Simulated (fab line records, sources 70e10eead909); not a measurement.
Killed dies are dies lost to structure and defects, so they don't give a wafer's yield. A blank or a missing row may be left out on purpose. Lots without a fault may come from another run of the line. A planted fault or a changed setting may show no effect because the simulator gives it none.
fab line records | flow nand_harc
record lots=6 wafers=18 last_day=32
route steps=1302 shown P_CONTACT@249 P_M0@253 END@1302
lots that met no fault: from a run of the same line without faults
start_h: hours from the record's first day to the start of the lot's first wafer shown | wait_h: hours since the lot's step before | " the same as in the row above | L1.1+2: a row that stands for several wafers | - no value, or no start given | * or withheld: withheld | < > ~ a bound
route shown NAME@n: a module of which the file shows steps, and the number in the route of the first | usual: mean/standard deviation of fault-free wafers | same: alike in all rows | chamber/n: place in a boat | sites: the reading at each site | _std_site: their standard deviation | _edge_site: outer sites' mean less inner sites' | radius_mm: how far each site lies from the wafer's centre | mask NAME#n: copy n | behind: the tool/chamber that last shaped the wafer | hold: why the lot was held/for how many hours/how that ended | device: the transistor (n, p or np) that didn't switch | end of line: the same wafers' tests at the end of the route | a step without rows: its recipe alone | killed: dies lost to structure and defects at the first sort, not the wafer's yield | map: a wafer's dies, x killed, . not, _ none there
set.NAME: the setting as run; set.NAME@STEP: as run at that earlier step | model.NAME: the simulator's own value behind a step, which no gauge read
lots at some steps of the route; a table a step, a row a wafer
services: from which hour (start_h, from the record's first day; less than 0 if before it) a tool's chamber was out of use, for how many hours, and why
## steps
# step NHARC_P_CONTACT_CMP_24
# recipe t_overpolish_s=30 target_thk_nm=200
# usual motor_current_A=12.0/1.3 overpolish_run_s=29.999/0.0085 time_to_endpoint_s=40/3.6
# columns lot.wafer tool chamber start_h wait_h motor_current_A overpolish_run_s time_to_endpoint_s
L988.4 cmp-01 3 114.04 0.4 10.3 29.997 43
L988.2 " 0 " " 10.0 30.012 41
L988.6 " 3 " " 11.1 30.012 44
L990.2 cmp-02 1 144.03 0.5 12.8 29.986 42
L990.5 " 1 " " 13.1 30.003 39
L990.6 " 2 " " 10.7 30.009 42
L992.3 cmp-01 0 163.17 0.3 10.5 29.990 41
L992.1 " 2 " " 13.4 30.007 38
L992.5 " 0 " " 10.7 30.013 39
L995.1 cmp-02 3 189.66 0.5 12.1 29.992 39
L995.4 " 0 " " 11.0 30.014 42
L995.5 " 1 " " 13.8 30.006 41
L103.1 cmp-02 1 272.92 0.5 12.6 29.998 44
L103.2 " 2 " " 11.1 30.001 42
L103.4 " 0 " " 12.0 29.995 41
L107.2 cmp-02 3 314.81 0.6 11.4 29.986 40
L107.3 " 1 " " 13.4 30.014 43
L107.6 " 3 " " 11.6 29.999 39
# step NHARC_P_CONTACT_SRD_26
# step NHARC_P_CONTACT_INSPECT_27
# usual raw_defect_count=271/120
# columns lot.wafer tool chamber start_h wait_h raw_defect_count
L988.2 defect_inspect-02 - 114.44 0.1 375
L988.4 " - " " 170
L988.6 " - " " 160
L990.2 defect_inspect-02 - 144.43 0.1 810
L990.5 " - " " 651
L990.6 " - " " 492
L992.1 defect_inspect-01 - 163.57 0.1 311
L992.3 " - " " 197
L992.5 " - " " 174
L995.1 defect_inspect-01 - 190.01 0.1 389
L995.4 " - " " 269
L995.5 " - " " 180
L103.1 defect_inspect-02 - 273.32 0.1 178
L103.2 " - " " 219
L103.4 " - " " 318
L107.2 defect_inspect-02 - 315.19 0.1 508
L107.3 " - " " 420
L107.6 " - " " 279
# step NHARC_P_M0_DEP_00
# recipe target_thk_a=1500 target_thk_nm=150 temp_c=withheld pressure_torr=5 flow_sccm=200 rf_w=600 material=SiOC
# step NHARC_P_M0_DEHYDRATE_01
# recipe temp_c=150 time_s=120
# step NHARC_P_M0_HMDS_02
# recipe time_s=30
# step NHARC_P_M0_COAT_33
# recipe temp_c=200 time_s=65
# step NHARC_P_M0_COAT_03
# recipe spin_rpm=1500 resist_thk_nm=90
# step NHARC_P_M0_SOFTBAKE_04
# recipe temp_c=105 time_s=55
# step NHARC_P_M0_EBR_05
# step NHARC_P_M0_EXPOSE_06
# recipe na=1.35 target_cd_nm=90 dose_mj=81.28 mask_id=P_M0
# step NHARC_P_M0_PEB_07
# recipe peb_temp_c=100 peb_time_s=65
# usual heater_power_total_W=156.6/0.43 plate_temp_C=100.02/0.13
# columns lot.wafer tool chamber start_h wait_h heater_power_total_W plate_temp_C
L988.2 litho_track-06 0 115.26 0.1 156.5 99.96
L988.4 " 0 " " 156.1 100.01
L988.6 " 0 " " 156.8 99.91
L990.2 litho_track-01 0 145.25 0.1 157.0 100.06
L990.5 " 0 " " 157.2 99.99
L990.6 " 0 " " 156.6 100.11
L992.1 litho_track-01 0 164.39 0.1 167.2 105.07
L992.3 " 0 " " 168.2 105.07
L992.5 " 0 " " 167.9 105.20
L995.1 litho_track-01 0 190.84 0.1 167.6 105.20
L995.4 " 0 " " 168.0 105.09
L995.5 " 0 " " 168.1 105.26
L103.1 litho_track-06 0 274.35 0.1 156.4 99.98
L103.2 " 0 " " 156.3 100.02
L103.4 " 0 " " 156.3 100.26
L107.2 litho_track-06 0 316.01 0.1 157.2 99.99
L107.3 " 0 " " 156.1 100.16
L107.6 " 0 " " 156.0 100.11
# step NHARC_P_M0_DEVELOP_08
# recipe develop_time_s=35 dev_temp_c=23
# step NHARC_P_M0_CD_MEAS_09
# recipe target_cd_nm=90 landing_energy_ev=500
# usual cd_nm=90.4/0.77
# columns lot.wafer tool chamber start_h wait_h cd_nm
L988.2 cd_sem-02 0 115.34 - 90.0
L988.4 " 0 " " 90.3
L988.6 " 0 " " 91.4
L990.2 cd_sem-02 0 145.33 - 90.5
L990.5 " 0 " " 90.5
L990.6 " 0 " " 92.3
L992.1 cd_sem-03 0 164.47 - 107.4
L992.3 " 0 " " 107.9
L992.5 " 0 " " 107.1
L995.1 cd_sem-02 0 190.91 - 107.3
L995.4 " 0 " " 106.6
L995.5 " 0 " " 106.1
L103.1 cd_sem-02 0 274.43 - 91.1
L103.2 " 0 " " 89.9
L103.4 " 0 " " 90.8
L107.2 cd_sem-03 0 316.10 - 90.9
L107.3 " 0 " " 89.9
L107.6 " 0 " " 89.0
# step NHARC_P_M0_OVL_MEAS_10
# recipe pitch_nm=180
# usual overlay_x_nm=0.1/0.71 overlay_y_nm=-0.2/0.89
# columns lot.wafer tool chamber start_h wait_h overlay_x_nm overlay_y_nm
L988.2 overlay-02 - 115.43 - -0.9 -0.3
L988.4 " - " " -0.2 -0.5
L988.6 " - " " -0.6 -0.1
L990.2 overlay-01 - 145.42 - 0.0 0.6
L990.5 " - " " 0.0 1.0
L990.6 " - " " -0.2 1.1
L992.1 overlay-02 - 164.56 - 0.2 -0.5
L992.3 " - " " 0.5 -0.3
L992.5 " - " " 0.5 -0.5
L995.1 overlay-02 - 191.00 - 0.5 0.5
L995.4 " - " " 0.3 0.8
L995.5 " - " " 0.0 0.6
L103.1 overlay-02 - 274.52 - -0.6 -0.1
L103.2 " - " " -0.1 -0.5
L103.4 " - " " -0.5 -0.2
L107.2 overlay-01 - 316.18 - -0.9 -0.7
L107.3 " - " " -1.4 -0.7
L107.6 " - " " -1.4 -0.2
# step NHARC_P_M0_INSPECT_11
# usual raw_defect_count=4.6/2.7
# columns lot.wafer tool chamber start_h wait_h raw_defect_count
L988.2 defect_inspect-02 - 115.47 0.0 4
L988.4 " - " " 7
L988.6 " - " " 4
L990.2 defect_inspect-01 - 145.45 0.0 3
L990.5 " - " " 4
L990.6 " - " " 4
L992.1 defect_inspect-01 - 164.59 0.0 2
L992.3 " - " " 1
L992.5 " - " " 7
L995.1 defect_inspect-02 - 191.04 0.0 7
L995.4 " - " " 6
L995.5 " - " " 3
L103.1 defect_inspect-02 - 274.55 0.0 2
L103.2 " - " " 5
L103.4 " - " " 2
L107.2 defect_inspect-01 - 316.22 0.0 7
L107.3 " - " " 4
L107.6 " - " " 2
# step NHARC_P_M0_DESCUM_14
# recipe time_s=3 o2_flow_sccm=200 ar_flow_sccm=0 bias_power_w=0 chemistry=O2
# usual chamber_pressure_mTorr=59.99/0.054 drypump_motor_current_A=5.7/0.44 oes_product_au=1.005/0.011 rf_vpp_V=57.7/0.86 showerhead_plenum_p_Torr=1.89/0.097 throttle_valve_pct=11.310/0.0082
# columns lot.wafer tool chamber start_h wait_h chamber_pressure_mTorr drypump_motor_current_A oes_product_au rf_hours_counter_h rf_vpp_V showerhead_plenum_p_Torr throttle_valve_pct model.P_M0.cd_nm
L988.2 rie_diel-02 0 115.58 0.1 60.05 5.7 0.993 22 58.8 2.07 11.289 88.87
L988.4 " 3 " " 60.12 6.5 1.007 - 57.3 1.78 11.306 90.43
L988.6 " 2 " " 60.04 6.0 1.006 - 57.4 1.88 11.314 91.08
L990.2 rie_diel-06 2 145.53 0.1 59.97 5.8 0.992 1 58.4 1.91 11.313 90.12
L990.5 " 0 " " 60.02 5.8 0.998 - 56.5 1.77 11.304 89.6
L990.6 " 1 " " 59.96 5.2 0.990 - 57.0 1.85 11.309 92.9
L992.3 rie_diel-06 3 164.66 0.1 60.08 5.1 1.001 4 58.3 1.86 11.321 107.6
L992.1 " 0 " " 59.96 5.8 1.002 3 56.7 1.77 11.315 106.3
L992.5 " 0 " " 59.95 5.8 0.996 - 59.0 1.77 11.300 106.3
L995.1 rie_diel-06 0 191.12 0.1 60.03 5.8 1.014 8 57.3 1.77 11.311 107.2
L995.4 " 2 " " 60.02 5.7 1.007 - 57.7 1.91 11.313 106.4
L995.5 " 3 " " 60.06 5.1 1.008 - 57.3 1.86 11.308 106.2
L103.1 rie_diel-02 0 274.62 0.1 59.91 5.7 0.998 15 58.2 2.05 11.317 89.99
L103.4 " 2 " " 59.95 6.0 1.006 15 58.5 1.86 11.305 90.69
L103.2 " 3 " " 60.04 6.6 1.007 15 57.5 2.07 11.323 89.92
L107.2 rie_diel-06 3 316.30 0.1 59.95 5.1 1.006 0 57.6 1.86 11.305 90.7
L107.3 " 3 " " 60.03 5.2 1.001 - 58.4 1.86 11.317 89.43
L107.6 " 0 " " 59.98 5.8 1.016 - 56.0 1.77 11.320 88.83
# step NHARC_P_M0_ETCH_34
# recipe target_depth_a=400 overetch_a=120 time_s=43.94 ion_energy_ev=200 n2_flow_sccm=150 h2_flow_sccm=150 ar_flow_sccm=0 rf_w=400 bias_w=150 chemistry=N2/H2
# usual bias_w=150.0/0.45 chamber_pressure_mTorr=29.999/0.025 drypump_motor_current_A=5.7/0.45 oes_product_au=1.004/0.012 rf_vpp_V=429.6/2.8 showerhead_plenum_p_Torr=2.01/0.1 throttle_valve_pct=14.171/0.0088
# columns lot.wafer tool chamber start_h wait_h bias_w chamber_pressure_mTorr drypump_motor_current_A oes_product_au rf_hours_counter_h rf_vpp_V showerhead_plenum_p_Torr throttle_valve_pct
L988.2 rie_diel-02 3 115.69 0.1 150.8 30.006 6.5 1.000 21 428.6 1.89 14.171
L988.6 " 2 " " 150.1 30.008 6.0 1.004 - 428.5 2.00 14.175
L988.4 " 3 " " 150.1 30.027 6.6 1.001 - 427.0 1.89 14.158
L990.2 rie_diel-06 2 145.61 0.1 150.2 30.000 5.8 0.984 1 430.0 2.04 14.164
L990.5 " 0 " " 150.9 30.006 5.8 0.981 - 426.1 1.89 14.170
L990.6 " 1 " " 150.0 29.985 5.3 0.996 - 428.5 1.97 14.183
L992.3 rie_diel-06 3 164.74 0.1 150.6 30.003 5.1 0.999 4 428.7 1.99 14.167
L992.1 " 0 " " 150.1 30.002 5.8 1.000 3 427.9 1.89 14.175
L992.5 " 0 " " 149.5 30.051 5.8 0.999 - 426.4 1.89 14.177
L995.1 rie_diel-06 0 191.22 0.1 150.1 29.958 5.8 1.009 8 425.3 1.88 14.166
L995.4 " 2 " " 149.1 29.947 5.8 0.989 - 430.4 2.04 14.167
L995.5 " 0 " " 150.8 30.011 5.8 1.006 - 425.5 1.88 14.174
L103.4 rie_diel-02 2 274.70 0.1 150.1 30.041 6.0 1.021 15 430.2 1.98 14.173
L103.2 " 3 " " 149.1 29.947 6.6 1.022 15 435.5 2.21 14.176
L103.1 " 0 " " 149.8 30.000 5.7 1.000 15 433.4 2.19 14.160
L107.2 rie_diel-06 0 316.52 0.2 150.8 30.032 5.8 1.020 0 425.8 1.88 14.156
L107.3 " 3 " " 150.1 30.001 5.1 1.016 - 428.9 1.98 14.184
L107.6 " 0 " " 151.3 29.992 5.8 1.026 - 424.8 1.88 14.181
# step NHARC_P_M0_ETCH_15
# recipe target_depth_a=1500 overetch_a=150 time_s=82.5 c4f8_flow_sccm=withheld ar_flow_sccm=400 rf_w=600 bias_w=300 chemistry=C4F8/Ar
# usual bias_w=300.0/0.96 chamber_pressure_mTorr=25.003/0.022 oes_product_au=0.962/0.022 rf_vpp_V=440/3.1
# columns lot.wafer tool chamber start_h wait_h bias_w chamber_pressure_mTorr oes_product_au rf_hours_counter_h rf_vpp_V model.P_M0.cd_nm
L988.2 rie_diel-02 0 - - 302.4 24.978 0.966 22 443 89.38
L988.4 " 0 " " 301.3 25.020 0.958 - 445 90.94
L988.6 " 3 " " 299.4 25.018 0.972 - 435 91.76
L990.2 rie_diel-06 3 - - 301.3 25.009 0.986 1 439 89.34
L990.5 " 2 " " 300.0 24.973 0.972 - 442 88.76
L990.6 " 3 " " 301.6 25.033 0.971 - 440 93.15
L992.3 rie_diel-06 3 - - 299.5 24.995 0.933 4 439 107.4
L992.1 " 1 " " 299.7 25.057 0.928 2 439 105.3
L992.5 " 3 " " 299.1 25.016 0.932 - 439 105.2
L995.1 rie_diel-06 3 - - 301.1 24.966 0.960 9 438 106.6
L995.4 " 2 " " 300.7 24.986 0.952 - 440 105
L995.5 " 3 " " 300.5 25.014 0.977 - 440 105.4
L103.1 rie_diel-02 3 - - 299.3 24.995 0.992 15 446 90.06
L103.4 " 0 " " 300.4 25.014 0.968 15 446 90.33
L103.2 " 1 " " 299.2 24.989 0.977 15 441 90.09
L107.2 rie_diel-06 3 316.63 0.1 300.4 24.990 0.936 0 440 90.28
L107.3 " 3 " " 300.0 25.003 0.939 - 439 89.15
L107.6 " 0 " " 301.6 24.986 0.950 - 436 88.49
# step NHARC_P_M0_CD_MEAS_16
# usual cd_nm=90.0/1.1
# columns lot.wafer tool chamber start_h wait_h cd_nm
L988.2 cd_sem-01 - 115.91 - 89.6
L988.4 " - " " 91.1
L988.6 " - " " 91.7
L990.2 cd_sem-02 - 145.81 - 89.4
L990.5 " - " " 88.5
L990.6 " - " " 93.0
L992.1 cd_sem-02 - 164.95 - 105.7
L992.3 " - " " 107.5
L992.5 " - " " 105.2
L995.1 cd_sem-03 - 191.44 - 106.5
L995.4 " - " " 105.5
L995.5 " - " " 105.4
L103.1 cd_sem-02 - 274.91 - 90.2
L103.2 " - " " 89.9
L103.4 " - " " 90.3
L107.2 cd_sem-02 - 316.80 0.2 90.2
L107.3 " - " " 88.8
L107.6 " - " " 88.4
# step NHARC_END_SORT_01
# recipe temp_c=25
# usual defect_limited_yield=89.9/2.9 killed_at_array=64/20 killed_at_other=0.7/1.1 killed_at_periphery=3.6/2.7 killed_dies=68/20 killed_open=2.8/1.9 killed_short=2.3/1.5
# same gross_dies=677
# columns lot.wafer tool chamber start_h wait_h defect_limited_yield[%] killed_at_array killed_at_other killed_at_periphery killed_dies killed_open killed_short
L988.2 prober-01 0 572.40 2.8 91.0 59 0 2 61 2 1
L988.4 prober-01 0 573.99 3.4 91.0 54 0 7 61 2 7
L988.6 prober-01 0 575.58 4.0 92.3 48 1 3 52 2 3
L990.2 prober-02 0 572.41 2.8 90.3 64 0 2 66 0 4
L990.5 prober-02 0 574.81 3.7 90.3 64 0 2 66 1 3
L990.6 prober-02 0 575.61 4.0 90.0 65 0 3 68 3 3
L992.1 prober-02 0 637.71 2.5 90.5 61 0 3 64 5 3
L992.3 prober-02 0 639.32 3.1 91.1 59 0 1 60 4 0
L992.5 prober-02 0 640.93 3.7 92.3 51 0 1 52 6 1
L103.1 prober-02 0 704.05 2.5 87.9 76 0 6 82 5 1
L103.2 prober-02 0 704.86 2.8 84.5 100 0 5 105 1 1
L103.4 prober-02 0 706.48 3.4 87.9 80 0 2 82 2 1
L107.2 prober-01 0 762.95 2.8 90.5 59 1 4 64 3 2
L107.3 prober-01 0 763.76 3.1 91.1 54 1 5 60 3 2
L107.6 prober-01 0 766.18 4.0 91.6 53 0 4 57 1 2
# killed by level:class
L988.2 A_CHANNEL_HOLE_D2:chamber_film_flake=40 A_CONTACT:chamber_film_flake=8 A_BLC:chamber_film_flake=4 P_ZERO_WELL:chamber_film_flake=2 A_CHANNEL_FILL_D1:geometric_particle:open=1 A_CONTACT:geometric_particle:short=1 A_M0:geometric_particle:open=1 A_CHANNEL_HOLE_D1:chamber_film_flake=1
L990.2 A_CHANNEL_HOLE_D1:chamber_film_flake=31 A_CHANNEL_HOLE_D2:chamber_film_flake=22 A_CONTACT:chamber_film_flake=4 A_CHANNEL_FILL_D1:chamber_film_flake=3 P_CONTACT:geometric_particle:short=1 A_ONON_D1:geometric_particle:short=1 A_ONON_D2:geometric_particle:short=1 A_M0:geometric_particle:short=1
L988.4 A_CHANNEL_HOLE_D2:chamber_film_flake=34 A_BLC:chamber_film_flake=6 A_CHANNEL_FILL_D2:chamber_film_flake=4 P_ZERO_WELL:chamber_film_flake=3 A_CONTACT:chamber_film_flake=3 P_CONTACT:geometric_particle:short=2 A_ONON_D1:geometric_particle:short=2 A_M0:geometric_particle:short=2
L990.5 A_CHANNEL_HOLE_D2:chamber_film_flake=32 A_CHANNEL_HOLE_D1:chamber_film_flake=19 A_CONTACT:chamber_film_flake=4 A_STAIRCASE:chamber_film_flake=3 A_ONON_D1:geometric_particle:open=1 A_CHANNEL_HOLE_D1:geometric_particle:short=1 A_CHANNEL_FILL_D2:geometric_particle:short=1 A_SLIT:geometric_particle:short=1
L988.6 A_CHANNEL_HOLE_D2:chamber_film_flake=33 A_CONTACT:chamber_film_flake=3 A_BLC:chamber_film_flake=3 A_ONON_D2:geometric_particle:short=2 P_ZERO_WELL:chamber_film_flake=2 A_CHANNEL_HOLE_D1:chamber_film_flake=2 A_STAIRCASE:chamber_film_flake=2 P_CONTACT:geometric_particle:open=1
L990.6 A_CHANNEL_HOLE_D2:chamber_film_flake=28 A_CHANNEL_HOLE_D1:chamber_film_flake=22 A_CONTACT:chamber_film_flake=4 P_GATE:chamber_film_flake=2 A_STAIRCASE:chamber_film_flake=2 A_CHANNEL_FILL_D1:chamber_film_flake=2 A_WL_FILL:chamber_film_flake=2 P_ZERO_WELL:geometric_particle:open=1
L992.1 A_CHANNEL_HOLE_D1:chamber_film_flake=32 A_CHANNEL_HOLE_D2:chamber_film_flake=13 A_WL_FILL:chamber_film_flake=3 A_STAIRCASE:chamber_film_flake=2 A_CONTACT:chamber_film_flake=2 A_M1:chamber_film_flake=2 P_STI:geometric_particle:open=1 P_GATE:geometric_particle:short=1
L992.3 A_CHANNEL_HOLE_D1:chamber_film_flake=36 A_CHANNEL_HOLE_D2:chamber_film_flake=13 A_CONTACT:chamber_film_flake=3 A_CHANNEL_FILL_D1:geometric_particle:open=2 A_M0:geometric_particle:open=2 A_CHANNEL_FILL_D1:chamber_film_flake=2 P_GATE:chamber_film_flake=1 A_STAIRCASE:chamber_film_flake=1
L992.5 A_CHANNEL_HOLE_D1:chamber_film_flake=32 A_CHANNEL_HOLE_D2:chamber_film_flake=7 A_CHANNEL_FILL_D1:chamber_film_flake=2 A_CHANNEL_FILL_D1:geometric_particle:short=1 A_CHANNEL_FILL_D1:geometric_particle:open=1 A_ONON_D2:geometric_particle:open=1 A_SLIT:geometric_particle:open=1 A_CONTACT:geometric_particle:open=1
L103.1 A_CHANNEL_HOLE_D1:chamber_film_flake=28 A_SLIT:chamber_film_flake=25 A_CHANNEL_HOLE_D2:chamber_film_flake=8 A_CONTACT:chamber_film_flake=4 A_ZERO_WELL:chamber_film_flake=3 P_CONTACT:geometric_particle:open=2 A_STAIRCASE:chamber_film_flake=2 A_BLC:chamber_film_flake=2
L103.2 A_CHANNEL_HOLE_D1:chamber_film_flake=36 A_SLIT:chamber_film_flake=34 A_CHANNEL_HOLE_D2:chamber_film_flake=16 P_BONDPAD:chamber_film_flake=4 A_STAIRCASE:chamber_film_flake=4 A_CONTACT:chamber_film_flake=4 A_ZERO_WELL:chamber_film_flake=2 A_ONON_D2:geometric_particle:open=1
L103.4 A_CHANNEL_HOLE_D1:chamber_film_flake=33 A_SLIT:chamber_film_flake=26 A_CHANNEL_HOLE_D2:chamber_film_flake=11 A_DECK1_JOINT:chamber_film_flake=3 A_CHANNEL_FILL_D2:geometric_particle:open=2 A_CONTACT:chamber_film_flake=2 A_CHANNEL_FILL_D2:geometric_particle:short=1 P_GATE:chamber_film_flake=1
L107.2 A_SLIT:chamber_film_flake=28 A_CHANNEL_HOLE_D1:chamber_film_flake=15 A_CONTACT:chamber_film_flake=6 A_STAIRCASE:chamber_film_flake=4 P_GATE:chamber_film_flake=3 A_ONON_D2:geometric_particle:short=1 A_ONON_D2:geometric_particle:open=1 A_CHANNEL_FILL_D2:geometric_particle:open=1
L107.3 A_SLIT:chamber_film_flake=29 A_CHANNEL_HOLE_D1:chamber_film_flake=15 A_STAIRCASE:chamber_film_flake=4 P_M0:chamber_film_flake=3 P_GATE:geometric_particle:open=1 A_ONON_D1:geometric_particle:open=1 A_WL_FILL:geometric_particle:short=1 A_CONTACT:geometric_particle:short=1
L107.6 A_SLIT:chamber_film_flake=29 A_CHANNEL_HOLE_D1:chamber_film_flake=12 A_CONTACT:chamber_film_flake=6 P_M0:chamber_film_flake=3 A_CHANNEL_FILL_D2:geometric_particle:short=2 A_ONON_D2:geometric_particle:open=1 P_STI:chamber_film_flake=1 A_CHANNEL_FILL_D1:chamber_film_flake=1
## services
# columns tool chamber start_h hours kind
rie_diel-06 0 109.20 - clean
rie_diel-06 1 109.20 - clean
rie_diel-02 1 110.24 30.5 repair
cmp-02 - 124.84 3.8 repair
rie_diel-06 - 130.20 9.0 pm
cmp-02 - 134.50 4.0 pm
litho_track-01 - 155.00 7.0 pm
rie_diel-02 1 159.28 1.9 repair
cmp-02 - 162.54 0.6 repair
cmp-02 - 168.79 1.2 repair
litho_track-06 - 179.00 7.0 pm
cmp-01 - 183.68 11.9 repair
rie_diel-06 1 184.22 11.9 repair
cmp-01 - 195.60 4.0 pm
rie_diel-02 - 218.85 9.0 pm
cmp-01 - 219.26 0.3 repair
rie_diel-06 2 221.24 4.8 repair
cmp-02 - 232.50 4.0 pm
cmp-01 - 272.84 5.5 repair
rie_diel-02 3 286.90 2.2 repair
cmp-01 - 293.60 4.0 pm
rie_diel-06 - 307.20 9.0 pm
rie_diel-02 3 307.94 7.0 repair
rie_diel-02 0 315.63 12.1 repair
## key
first_sign step=NHARC_P_M0_PEB_07 reading=plate_temp_C direction=up sigmas=38 usual=* struck=*
effect step=NHARC_P_M0_PEB_07 reading=heater_power_total_W direction=up sigmas=26 usual=* struck=*
effect step=NHARC_P_M0_CD_MEAS_09 reading=cd_nm direction=up sigmas=22 usual=90.4 struck=107.1
effect step=NHARC_P_M0_CD_MEAS_16 reading=cd_nm direction=up sigmas=14 usual=90.0 struck=106.0
model_effect step=NHARC_P_M0_DESCUM_14 value=P_M0.cd_nm without=90.03 struck=106.7
model_effect step=NHARC_P_M0_ETCH_15 value=P_M0.cd_nm without=89.2 struck=105.8
met_at NHARC_P_M0_PEB_07
struck_wafers L992.1,L992.3,L992.5,L995.1,L995.4,L995.5
rows_end L995.1,L995.4,L995.5
onset_between 145.25 164.39
fault kind=process_parameter_drift tool=litho_track-01 chamber=- onset_h=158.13 steps=NHARC_P_M0_PEB_07 channel=peb_temp_c offset=* shape=step acts_in=* stated=*
# rows_end: these wafers met a further fault down the route, and their rows from its step on are left out
